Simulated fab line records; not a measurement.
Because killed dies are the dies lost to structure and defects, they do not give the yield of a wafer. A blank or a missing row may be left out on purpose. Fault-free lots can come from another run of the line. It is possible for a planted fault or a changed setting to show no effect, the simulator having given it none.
fab line records | flow n5-finfet
record lots=7 wafers=21
route steps=1938 shown SD_EPI_N@273 SDB@348 MOL_CONTACT_COAG@519
start-h: the number of hours between the record's first day and the start of the first shown wafer of the lot | wait-h: hours from the lot's prior step to this one | " repeats the value in the row above | L1.1+2: a row that stands for several wafers | - no value, or no start given | * or withheld: withheld | < > ~ a bound
route shown NAME@n: NAME is a module with steps in the file, n the number in the route of the first one | usual: mean/standard deviation taken from wafers without a fault | same: alike in all rows | chamber/n: place in a boat | sites: the reading at each site | _std_site: the values' standard deviation | _edge_site: mean of outer sites minus mean of inner sites | radius-mm: how far each site lies from the wafer's centre | mask NAME#n: copy n | behind: the tool/chamber that last shaped the wafer | hold: cause of the lot's hold/its duration in hours/its outcome | device: whichever transistor did not switch (one of n, p or np) | end of line: the tests these same wafers got at the end of their route | for a step that has no rows: nothing shown but its recipe | killed: at the first sort, the dies lost to defects and structure; wafer yield is something else | map: per-die view of a wafer (x killed, . not killed, _ where there is no die)
set.NAME: the run value of the setting; set.NAME@STEP: its run value at that earlier step | model.NAME: the simulator's own value behind a step, which no gauge read
lots with deliberately changed settings; one table per step, one row per wafer
## steps
# step N5_SD_EPI_N_DESCUM_14
# recipe chemistry=O2 time-s=7.9 source-power-w=50 bias-power-w=20 pressure-mtorr=20 rf-frequency-hz=2.712e+07 temp-c=40 resist=CAR-ArF-block o2-flow-sccm=225
# columns lot.wafer tool chamber start-h wait-h set.time-s set.peb-temp-c@SD_EPI_N_PEB_07 model.SD_EPI_N.cd-nm model.CAR-ArF-block_of_SD_EPI_N_COAT_03.thk-nm
L081.1 rie-diel-01 0 101.20 0.0 9.158 110 120.8 142
L081.2 " 2 " " 7.9 111 122.2 143.4
L081.3 " 1 " " 9.158 110 119.6 142
L082.2 rie-diel-05 1 105.20 0.0 7.9 110 121.4 143
L082.4 " 1 " " 7.9 110 121.8 142.8
L082.6 " 3 " " 7.9 110 120.2 143.2
L083.3 rie-diel-01 3 106.68 0.8 7.9 110 120 143.6
L083.4 " 1 " " 8.661 110 120.8 143
L083.6 " 1 " " 8.661 111 123.6 142.8
L086.1 rie-diel-03 1 129.78 0.1 7.9 110 121.8 144
L086.2 " 0 " " 7.9 110 120.4 143.8
L086.3 " 2 " " 7.9 110 120.4 144
L087.1 rie-diel-01 2 133.90 0.0 7.9 110 121 143.2
L087.2 " 1 " " 7.9 110 121.2 143.6
L087.3 " 3 " " 7.454 107.2 114.2 143.4
L088.1 rie-diel-05 1 136.99 0.3 7.9 110 119.8 143
L088.4 " 2 " " 7.9 110 121 143.2
L088.6 " 0 " " 7.9 107.1 113.6 143.2
L090.2 rie-diel-01 0 148.25 0.4 7.9 113.5 128.8 143.4
L090.4 " 1 " " 6.162 110 120.2 144.6
L090.6 " 3 " " 7.9 110 119.8 143.8
# step N5_SD_EPI_N_ETCH_34
# recipe chemistry=CF4 target=SiARC target-depth-a=455 mask-material=CAR-ArF-block time-s=75.8 ion-energy-ev=80 pressure-mtorr=40 source-w=545 bias-w=36 Ar_flow_sccm=100 cf4-flow-sccm=100 ends=cleared
# columns lot.wafer tool chamber start-h wait-h set.time-s@SD_EPI_N_DESCUM_14 model.CAR-ArF-block_of_SD_EPI_N_COAT_03.thk-nm
L081.1 rie-diel-01 0 101.23 0.0 9.158 109.6
L081.2 " 2 " " 7.9 111
L081.3 " 1 " " 9.158 109.4
L082.2 rie-diel-05 1 105.23 0.0 7.9 110.4
L082.4 " 1 " " 7.9 110.2
L082.6 " 3 " " 7.9 110.6
L083.3 rie-diel-01 3 106.71 0.0 7.9 111.2
L083.4+6 " 1 " " 8.661 110.4
L086.1+2+3 rie-diel-03 1,0,2 129.81 0.0 7.9 111.4
L087.1 rie-diel-01 2 133.94 0.0 7.9 110.6
L087.2 " 1 " " 7.9 111
L087.3 " 3 " " 7.454 110.8
L088.1 rie-diel-05 1 137.03 0.0 7.9 110.4
L088.4+6 " 2,0 " " 7.9 110.8
L090.2 rie-diel-01 0 148.28 0.0 7.9 111
L090.4 " 1 " " 6.162 112.2
L090.6 " 3 " " 7.9 111.2
# step N5_SD_EPI_N_ETCH_35
# recipe chemistry=N2/H2 target=SOC overetch-a=1080 mask-material=SiARC temp-c=40 ion-energy-ev=100 source-w=3000 bias-w=133 pressure-mtorr=20 time-s=486 n2-flow-sccm=200 h2-flow-sccm=200
# columns lot.wafer tool chamber start-h wait-h set.peb-temp-c@SD_EPI_N_PEB_07 model.SD_EPI_N.cd-nm
L081.1 rie-diel-01 0 101.29 0.0 110 121.4
L081.2 " 2 " " 111 118.4
L081.3 " 1 " " 110 116.8
L082.2 rie-diel-05 1 105.29 0.0 110 122.2
L082.4 " 1 " " 110 123.2
L082.6 " 3 " " 110 120.8
L083.3 rie-diel-01 3 106.77 0.0 110 119.8
L083.4 " 1 " " 110 118.6
L083.6 " 1 " " 111 122.6
L086.1 rie-diel-03 1 129.87 0.0 110 119.8
L086.2 " 0 " " 110 121
L086.3 " 2 " " 110 116.8
L087.1 rie-diel-01 2 133.99 0.0 110 119.6
L087.2 " 1 " " 110 119.4
L087.3 " 3 " " 107.2 113.8
L088.1 rie-diel-05 1 137.08 0.0 110 120.8
L088.4 " 2 " " 110 123.8
L088.6 " 0 " " 107.1 116.6
L090.2 rie-diel-01 0 148.34 0.0 113.5 130.6
L090.4 " 1 " " 110 117.2
L090.6 " 3 " " 110 119.6
# step N5_SD_EPI_N_STRIP_36
# recipe chemistry=N2/H2 temp-c=40 n2-flow-sccm=200 h2-flow-sccm=200 rf-frequency-hz=6e+07
# step N5_SD_EPI_N_ETCHBACK_44
# recipe chemistry=CH3F/O2 mode=anisotropic-etchback target=SiNx target-depth-a=145 stop-on=SiO2 over-etch-frac=0.3 ion-energy-ev=120 pressure-mtorr=30 source-w=395 bias-w=73 Ar_flow_sccm=150 CH3F_flow_sccm=30 O2_flow_sccm=20
# step N5_SD_EPI_N_ETCH_16
# recipe chemistry=CHF3/O2 target=SiO2 target-depth-a=50 mask-material=SOC pressure-mtorr=30 source-w=650 bias-w=170 Ar_flow_sccm=200 CHF3_flow_sccm=50 O2_flow_sccm=5 ion-energy-ev=200
# step N5_SD_EPI_N_STRIP_47
# recipe chemistry=CHF3/O2 resist=SiARC rf-frequency-hz=6e+07
# step N5_SD_EPI_N_SD_RECESS_17
# recipe chemistry=HBr/Cl2/O2 target-depth-a=410 mask-material=SOC time-s=23.7 bt-time-s=3 pressure-mtorr=10 icp-w=800 bias-w=112 HBr_flow_sccm=150 Cl2_flow_sccm=80 O2_flow_sccm=12
# columns lot.wafer tool chamber start-h wait-h set.peb-temp-c@SD_EPI_N_PEB_07 model.SD_EPI_N.cd-nm
L081.1 rie-si-03 3 101.88 0.0 110 121.2
L081.2 " 1 " " 111 118.2
L081.3 " 2 " " 110 116.6
L082.2 rie-si-03 0 105.88 0.0 110 122.2
L082.4 " 3 " " 110 123.2
L082.6 " 2 " " 110 120.8
L083.3 rie-si-02 1 107.36 0.0 110 119.8
L083.4 " 2 " " 110 118.4
L083.6 " 2 " " 111 122.4
L086.1 rie-si-05 0 130.46 0.0 110 120
L086.2 " 2 " " 110 121
L086.3 " 3 " " 110 116.8
L087.1+2 rie-si-05 1,3 134.59 0.0 110 119.6
L087.3 " 0 " " 107.2 113.6
L088.1 rie-si-02 2 137.68 0.0 110 120.8
L088.4 " 3 " " 110 124
L088.6 " 2 " " 107.1 116.4
L090.2 rie-si-05 0 148.93 0.0 113.5 130.6
L090.4 " 1 " " 110 117.2
L090.6 " 1 " " 110 119.6
# step N5_SDB_COAT_03
# recipe resist=SOC temp-c=250 time-s=60 spin-rpm=1500 resist-thk-nm=100
# columns lot.wafer tool chamber start-h wait-h set.spin-rpm model.SOC_of_SDB_COAT_03.thk-nm
L081.1+2 litho-track-01 0 119.30 0.1 1500 100
L081.3 " 0 " " 1500 100.2
L082.2 litho-track-03 0 120.81 0.1 1500 100.4
L082.4 " 0 " " 1500 100
L082.6 " 0 " " 1500 100.2
L083.3+4 litho-track-01 0 123.95 0.1 1500 100
L083.6 " 0 " " 1500 100.4
L086.1 litho-track-01 0 145.71 0.1 1500 100.2
L086.2 " 0 " " 1500 100
L086.3 " 0 " " 1500 99.8
L087.1 litho-track-03 0 150.30 0.1 1571 97.6
L087.2 " 0 " " 1571 97.8
L087.3 " 0 " " 1500 100
L088.1 litho-track-03 0 153.23 0.1 1500 99.8
L088.4 " 0 " " 1349 105.4
L088.6 " 0 " " 1500 100.2
L090.2+4 litho-track-01 0 163.84 0.1 1578 97.8
L090.6 " 0 " " 1500 100.2
# step N5_SDB_ETCH_18
# recipe chemistry=N2/H2 target=SOC target-depth-a=1000 overetch-a=200 mask-material=SiARC temp-c=40 time-s=150 ion-energy-ev=200 pressure-mtorr=30 source-w=840 bias-w=150 n2-flow-sccm=200 h2-flow-sccm=200
# usual rf-vpp-V=524.1/2.6
# columns lot.wafer tool chamber start-h wait-h set.source-w set.spin-rpm@SDB_COAT_03 rf-vpp-V model.etch.depth-nm model.SiARC_of_SDB_COAT_04.thk-nm
L081.1 rie-diel-03 0 119.71 0.0 840 1500 526.3 99.99 12.6
L081.2 " 1 " " 840 1500 521.5 99.96 12.6
L081.3 " 2 " " 840 1500 522.4 100.2 12.8
L082.2 rie-diel-01 1 121.34 0.0 840 1500 527.7 100.4 12.8
L082.4 " 3 " " 840 1500 520.4 99.93 12.8
L082.6 " 2 " " 840 1500 525.9 100.1 13.2
L083.3 rie-diel-05 0 124.54 0.0 974.9 1500 498.8 99.93 12.4
L083.4 " 2 " " 974.9 1500 497.0 100.1 12
L083.6 " 0 " " 840 1500 523.5 100.3 13
L086.1 rie-diel-03 3 146.34 0.0 732.8 1500 550.9 100.1 12.8
L086.2 " 1 " " 840 1500 518.4 99.95 12.6
L086.3 " 0 " " 732.8 1500 550.9 99.71 13
L087.1 rie-diel-01 3 150.83 0.0 840 1571 520.6 97.64 13
L087.2 " 0 " " 904.1 1571 512.8 97.73 12.2
L087.3 " 1 " " 840 1500 527.4 100 13
L088.1 rie-diel-01 0 155.30 0.0 944.8 1500 504.0 99.82 12.2
L088.4 " 1 " " 840 1349 527.7 105.4 12.8
L088.6 " 2 " " 944.8 1500 506.5 100.3 12
L090.2 rie-diel-03 0 164.37 0.0 976 1578 500.2 97.86 12
L090.4 " 1 " " 840 1578 520.3 97.88 12.6
L090.6 " 0 " " 840 1500 526.9 100.3 12.6
# step N5_SDB_STRIP_19
# recipe chemistry=N2/H2 temp-c=40 n2-flow-sccm=200 h2-flow-sccm=200 rf-frequency-hz=6e+07
# step N5_SDB_STRIP_21
# recipe chemistry=CF4 resist=SiARC power-w=300 bias-power-w=75 pressure-mtorr=50 cf4-flow-sccm=150 rf-frequency-hz=6e+07
# step N5_SDB_HM_OPEN_20
# recipe chemistry=CH3F/O2 target=SiNx mask-material=SOC target-depth-a=240 stop-on=poly-Si over-etch-frac=0.4 ion-energy-ev=120 pressure-mtorr=30 source-w=395 bias-w=73 Ar_flow_sccm=150 CH3F_flow_sccm=30 O2_flow_sccm=20
# columns lot.wafer tool chamber start-h wait-h set.spin-rpm@SDB_COAT_03 model.SOC_of_SDB_COAT_03.thk-nm
L081.1+2 rie-diel-03 0,1 119.86 0.0 1500 83.6
L081.3 " 2 " " 1500 84
L082.2 rie-diel-01 1 121.50 0.0 1500 84.4
L082.4 " 3 " " 1500 84.2
L082.6 " 2 " " 1500 84.8
L083.3 rie-diel-05 0 124.69 0.0 1500 84
L083.4 " 2 " " 1500 83.4
L083.6 " 0 " " 1500 84.4
L086.1+2 rie-diel-03 3,1 146.50 0.0 1500 83.6
L086.3 " 0 " " 1500 83.2
L087.1 rie-diel-01 3 150.99 0.0 1571 82
L087.2 " 0 " " 1571 81.6
L087.3 " 1 " " 1500 84.4
L088.1+6 rie-diel-01 0,2 155.45 0.0 1500 83.6
L088.4 " 1 " " 1349 89.8
L090.2+4 rie-diel-03 0,1 164.53 0.0 1578 81.4
L090.6 " 0 " " 1500 83.8
# step N5_SDB_STRIP_22
# recipe chemistry=N2/H2 power-w=1000 temp-c=250 h2-frac=0.65 overash-fraction=0.3 pressure-mtorr=withheld n2-flow-sccm=1750 h2-flow-sccm=3250
# usual strip-time-to-endpoint-s=96.1/0.43
# columns lot.wafer tool chamber start-h wait-h set.spin-rpm@SDB_COAT_03 strip-time-to-endpoint-s
L081.1 plasma-asher-01 1 119.95 0.1 1500 95.8
L081.2 " 0 " " 1500 95.8
L081.3 " 0 " " 1500 96.2
L082.2 plasma-asher-01 0 121.58 0.1 1500 96.5
L082.4 " 0 " " 1500 96.4
L082.6 " 0 " " 1500 97.0
L083.3 plasma-asher-02 0 124.82 0.1 1500 96.2
L083.4 " 1 " " 1500 95.7
L083.6 " 1 " " 1500 96.5
L086.1 plasma-asher-01 0 146.58 0.1 1500 95.8
L086.2 " 1 " " 1500 95.8
L086.3 " 0 " " 1500 95.5
L087.1 plasma-asher-02 0 151.07 0.1 1571 94.4
L087.2 " 1 " " 1571 93.9
L087.3 " 0 " " 1500 96.5
L088.1 plasma-asher-02 1 155.54 0.1 1500 95.9
L088.4 " 0 " " 1349 101.6
L088.6 " 1 " " 1500 95.9
L090.2 plasma-asher-01 1 164.61 0.1 1578 93.8
L090.4 " 0 " " 1578 93.8
L090.6 " 0 " " 1500 96.0
# step N5_MOL_CONTACT_COAG_COAT_58
# recipe resist=underlayer temp-c=205 time-s=60 spin-rpm=1500 resist-thk-nm=10
# columns lot.wafer tool chamber start-h wait-h set.spin-rpm model.underlayer_of_MOL_CONTACT_COAG_COAT_58.thk-nm
L081.1+2 litho-track-05 0 - - 1500 10
L081.3 " 0 " " 1453 10.2
L082.2+4+6 litho-track-03 0 - - 1500 10
L083.3 litho-track-03 0 - - 1653 9.4
L083.4 " 0 " " 1653 9.6
L083.6 " 0 " " 1500 10
L086.1 litho-track-04 0 - - 1500 10
L086.2+3 " 0 " " 1566 9.8
L087.1+3 litho-track-05 0 - - 1542 9.8
L087.2 " 0 " " 1500 10
L088.1+6 litho-track-04 0 - - 1500 10
L088.4 " 0 " " 1642 9.6
L090.2+4 litho-track-03 0 - - 1500 10
L090.6 " 0 " " 1431 10.2
# step N5_MOL_CONTACT_COAG_COAT_02
# recipe resist=CAR-EUV spin-rpm=1500 resist-thk-nm=30
# columns lot.wafer tool chamber start-h wait-h set.spin-rpm model.CAR-EUV_of_MOL_CONTACT_COAG_COAT_02.thk-nm
L081.1 litho-track-05 0 - - 1500 30
L081.2+3 " 0 " " 1615 29
L082.2+4+6 litho-track-03 0 - - 1500 30
L083.3+4+6 litho-track-03 0 - - 1500 30
L086.1 litho-track-04 0 - - 1500 30.2
L086.2 " 0 " " 1646 28.6
L086.3 " 0 " " 1500 30
L087.1+2 litho-track-05 0 - - 1587 29.2
L087.3 " 0 " " 1500 30
L088.1 litho-track-04 0 - - 1500 30
L088.4+6 " 0 " " 1350 31.6
L090.2 litho-track-03 0 - - 1500 30
L090.4+6 " 0 " " 1443 30.6
# step N5_MOL_CONTACT_COAG_EBR_04
# recipe solvent=PGMEA ebr-width-mm=1.5
# step N5_MOL_CONTACT_COAG_SOFTBAKE_03
# recipe temp-c=110 time-s=60 resist=CAR-EUV
# step N5_MOL_CONTACT_COAG_DESCUM_13
# recipe chemistry=O2 time-s=7 source-power-w=50 bias-power-w=20 pressure-mtorr=20 rf-frequency-hz=2.712e+07 temp-c=40 resist=CAR-EUV o2-flow-sccm=225
# columns lot.wafer tool chamber start-h wait-h set.spin-rpm@MOL_CONTACT_COAG_COAT_02 model.CAR-EUV_of_MOL_CONTACT_COAG_COAT_02.thk-nm
L081.1 rie-diel-05 3 141.89 0.0 1500 26
L081.2 " 0 " " 1615 25
L081.3 " 1 " " 1615 25.2
L082.2+6 rie-diel-01 0 142.91 0.3 1500 26
L082.4 " 1 " " 1500 26.2
L083.3+4+6 rie-diel-03 3,1,3 145.84 0.4 1500 26
L086.1+3 rie-diel-05 2,1 171.06 0.1 1500 26.2
L086.2 " 3 " " 1646 24.6
L087.1 rie-diel-05 3 173.66 0.0 1587 25.4
L087.2 " 2 " " 1587 25.2
L087.3 " 0 " " 1500 26.2
L088.1 rie-diel-03 0 179.14 0.0 1500 26
L088.4 " 2 " " 1350 27.6
L088.6 " 2 " " 1350 27.8
L090.2 rie-diel-01 3 189.93 1.7 1500 26
L090.4+6 " 0,1 " " 1443 26.6
# step N5_MOL_CONTACT_COAG_ETCH_59
# recipe chemistry=N2/H2 target=underlayer target-depth-a=130 mask-material=CAR-EUV time-s=10.4 ion-energy-ev=200 pressure-mtorr=30 source-w=840 bias-w=150 n2-flow-sccm=200 h2-flow-sccm=200 ends=cleared
# columns lot.wafer tool chamber start-h wait-h set.spin-rpm@MOL_CONTACT_COAG_COAT_58 set.spin-rpm@MOL_CONTACT_COAG_COAT_02 model.etch.depth-nm model.CAR-EUV_of_MOL_CONTACT_COAG_COAT_02.thk-nm
L081.1 rie-diel-05 3 141.92 0.0 1500 1500 10.02 14.6
L081.2 " 0 " " 1500 1615 10.04 13.6
L081.3 " 1 " " 1453 1615 10.19 13.4
L082.2+4 rie-diel-01 0,1 142.95 0.0 1500 1500 10.02 14.6
L082.6 " 0 " " 1500 1500 10 14.8
L083.3 rie-diel-03 3 145.88 0.0 1653 1500 9.497 15.2
L083.4 " 1 " " 1653 1500 9.511 15.2
L083.6 " 3 " " 1500 1500 9.979 14.6
L086.1 rie-diel-05 2 171.09 0.0 1500 1500 10.02 14.6
L086.2 " 3 " " 1566 1646 9.802 13.6
L086.3 " 1 " " 1566 1500 9.789 14.8
L087.1 rie-diel-05 3 173.70 0.0 1542 1587 9.838 14
L087.2 " 2 " " 1500 1587 9.959 13.8
L087.3 " 0 " " 1542 1500 9.862 14.8
L088.1 rie-diel-03 0 179.18 0.0 1500 1500 10.03 14.6
L088.4 " 2 " " 1642 1350 9.577 16.8
L088.6 " 2 " " 1500 1350 10.01 16.2
L090.2 rie-diel-01 3 189.97 0.0 1500 1500 10.04 14.4
L090.4 " 0 " " 1500 1443 9.997 15.2
L090.6 " 1 " " 1431 1443 10.25 14.8
# step N5_MOL_CONTACT_COAG_ETCH_105
# recipe chemistry=CF4 target=SiARC target-depth-a=156 mask-material=CAR-EUV time-s=26 ion-energy-ev=80 pressure-mtorr=40 source-w=545 bias-w=36 Ar_flow_sccm=100 cf4-flow-sccm=100 ends=cleared
# columns lot.wafer tool chamber start-h wait-h set.spin-rpm@MOL_CONTACT_COAG_COAT_58 set.spin-rpm@MOL_CONTACT_COAG_COAT_02 model.CAR-EUV_of_MOL_CONTACT_COAG_COAT_02.thk-nm
L081.1 rie-diel-05 3 141.94 0.0 1500 1500 5.4
L081.2 " 0 " " 1500 1615 4.2
L081.3 " 1 " " 1453 1615 4
L082.2+4+6 rie-diel-01 0,1,0 142.97 0.0 1500 1500 5.4
L083.3+4 rie-diel-03 3,1 145.90 0.0 1653 1500 6
L083.6 " 3 " " 1500 1500 5.4
L086.1 rie-diel-05 2 171.11 0.0 1500 1500 5.4
L086.2 " 3 " " 1566 1646 4.4
L086.3 " 1 " " 1566 1500 5.6
L087.1 rie-diel-05 3 173.72 0.0 1542 1587 4.8
L087.2 " 2 " " 1500 1587 4.6
L087.3 " 0 " " 1542 1500 5.6
L088.1 rie-diel-03 0 179.20 0.0 1500 1500 5.4
L088.4 " 2 " " 1642 1350 7.6
L088.6 " 2 " " 1500 1350 7
L090.2 rie-diel-01 3 189.98 0.0 1500 1500 5.2
L090.4 " 0 " " 1500 1443 6
L090.6 " 1 " " 1431 1443 5.6
# step N5_MOL_CONTACT_COAG_COAT_76
# recipe resist=SiARC temp-c=220 time-s=60 spin-rpm=1500 resist-thk-nm=10
# columns lot.wafer tool chamber start-h wait-h set.spin-rpm model.SiARC_of_MOL_CONTACT_COAG_COAT_76.thk-nm
L081.1+2+3 litho-track-04 0 - - 1500 10
L082.2+4+6 litho-track-03 0 - - 1500 10
L083.3+6 litho-track-04 0 - - 1363 10.4
L083.4 " 0 " " 1500 10
L086.1+2+3 litho-track-05 0 - - 1500 10
L087.1 litho-track-05 0 - - 1500 10
L087.2+3 " 0 " " 1357 10.6
L088.1 litho-track-04 0 - - 1389 10.4
L088.4+6 " 0 " " 1500 10
L090.2+6 litho-track-03 0 - - 1384 10.4
L090.4 " 0 " " 1500 10
## key
split step=N5_SD_EPI_N_DESCUM_14 setting=time-s stated=7.9 by=wafer
response step=N5_SD_EPI_N_DESCUM_14 reading=model.CAR-ArF-block_of_SD_EPI_N_COAT_03.thk-nm change=-0.0592 per=1% r=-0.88
response step=N5_SD_EPI_N_ETCH_34 reading=model.CAR-ArF-block_of_SD_EPI_N_COAT_03.thk-nm change=-0.0647 per=1% r=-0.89
split step=N5_SDB_COAT_03 setting=spin-rpm stated=1500 by=wafer
response step=N5_SDB_COAT_03 reading=model.SOC_of_SDB_COAT_03.thk-nm change=-0.515 per=1% r=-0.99
response step=N5_SDB_ETCH_18 reading=model.etch.depth-nm change=-0.515 per=1% r=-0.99
response step=N5_SDB_HM_OPEN_20 reading=model.SOC_of_SDB_COAT_03.thk-nm change=-0.578 per=1% r=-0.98
response step=N5_SDB_STRIP_22 reading=strip-time-to-endpoint-s change=* per=1% r=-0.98
split step=N5_SDB_ETCH_18 setting=source-w stated=840 by=wafer
response step=N5_SDB_ETCH_18 reading=rf-vpp-V change=-1.75 per=1% r=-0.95
response step=N5_SDB_ETCH_18 reading=model.SiARC_of_SDB_COAT_04.thk-nm change=-0.046 per=1% r=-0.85
split step=N5_MOL_CONTACT_COAG_COAT_58 setting=spin-rpm stated=1500 by=wafer
response step=N5_MOL_CONTACT_COAG_COAT_58 reading=model.underlayer_of_MOL_CONTACT_COAG_COAT_58.thk-nm change=-0.0471 per=1% r=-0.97
response step=N5_MOL_CONTACT_COAG_ETCH_59 reading=model.etch.depth-nm change=-0.0472 per=1% r=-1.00
response step=N5_MOL_CONTACT_COAG_ETCH_59 reading=model.CAR-EUV_of_MOL_CONTACT_COAG_COAT_02.thk-nm slope=+0.0641 per=1% together-with=spin-rpm@MOL_CONTACT_COAG_COAT_02 explained=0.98
response step=N5_MOL_CONTACT_COAG_ETCH_105 reading=model.CAR-EUV_of_MOL_CONTACT_COAG_COAT_02.thk-nm slope=+0.0646 per=1% together-with=spin-rpm@MOL_CONTACT_COAG_COAT_02 explained=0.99
split step=N5_MOL_CONTACT_COAG_COAT_02 setting=spin-rpm stated=1500 by=wafer
response step=N5_MOL_CONTACT_COAG_COAT_02 reading=model.CAR-EUV_of_MOL_CONTACT_COAG_COAT_02.thk-nm change=-0.15 per=1% r=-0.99
response step=N5_MOL_CONTACT_COAG_DESCUM_13 reading=model.CAR-EUV_of_MOL_CONTACT_COAG_COAT_02.thk-nm change=-0.156 per=1% r=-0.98
response step=N5_MOL_CONTACT_COAG_ETCH_59 reading=model.CAR-EUV_of_MOL_CONTACT_COAG_COAT_02.thk-nm slope=-0.143 per=1% together-with=spin-rpm@MOL_CONTACT_COAG_COAT_58 explained=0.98
response step=N5_MOL_CONTACT_COAG_ETCH_105 reading=model.CAR-EUV_of_MOL_CONTACT_COAG_COAT_02.thk-nm slope=-0.148 per=1% together-with=spin-rpm@MOL_CONTACT_COAG_COAT_58 explained=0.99
split step=N5_MOL_CONTACT_COAG_COAT_76 setting=spin-rpm stated=1500 by=wafer
response step=N5_MOL_CONTACT_COAG_COAT_76 reading=model.SiARC_of_MOL_CONTACT_COAG_COAT_76.thk-nm change=-0.0534 per=1% r=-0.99
split outside-this-file step=N5_SD_EPI_N_PEB_07 setting=peb-temp-c
# split outside-this-file: this setting was split too, and the file shows its column; the key of that split is in another file
